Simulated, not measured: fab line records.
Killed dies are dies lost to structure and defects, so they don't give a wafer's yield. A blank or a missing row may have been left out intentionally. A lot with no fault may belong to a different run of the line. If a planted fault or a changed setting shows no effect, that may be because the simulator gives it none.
Matching of chambers | flow n5Finfet | N5_BEOL_M14_ETCH_68 on rieDiel-06 has 4 sister chambers
The step etches SOC in N2/H2, time 450 s. 4 wafers are shown with their chamber, then 7 later ones without.

## EACH WAFER AND ITS CHAMBER
wafer  | chamber | drypumpMotorCurrentA (A)
L090.6 | 2       | 5.6
L091.6 | 0       | 5.2
L094.1 | 3       | 5.0
L094.2 | 1       | 5.6

## WAFERS WITH NO CHAMBER GIVEN
wafer  | drypumpMotorCurrentA (A)
L094.6 | 5.6
L095.2 | 5.6
L095.3 | 5.6
L095.6 | 5.6
L097.1 | 5.2
L097.2 | 5.7
L097.4 | 5.6

## THE CHAMBER EACH PASSED THROUGH
wafer  | from the rows above     | in truth
L094.6 | can't be placed: 1 or 2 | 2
L095.2 | can't be placed: 1 or 2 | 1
L095.3 | can't be placed: 1 or 2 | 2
L095.6 | can't be placed: 1 or 2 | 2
L097.1 | 0                       | 0
L097.2 | can't be placed: 1 or 2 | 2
L097.4 | can't be placed: 1 or 2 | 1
Placed correctly: 1 of 7. Not placeable from these rows: 6 (in 6, the candidates include the true chamber). Placed wrongly: 0.
How it was worked out, from the rows above alone: a wafer's distance from a chamber is the root of the sum, over the readings, of the square of ((its reading less the chamber's mean) divided by the reading's scatter). The wafer belongs to the nearest chamber; if the next one is less than 2 further off, it can't be placed. The mean given for a chamber averages the wafers shown for that chamber. The scatter: root of mean squared gap, hidden wafer to nearest shown wafer, with one shown wafer a chamber.
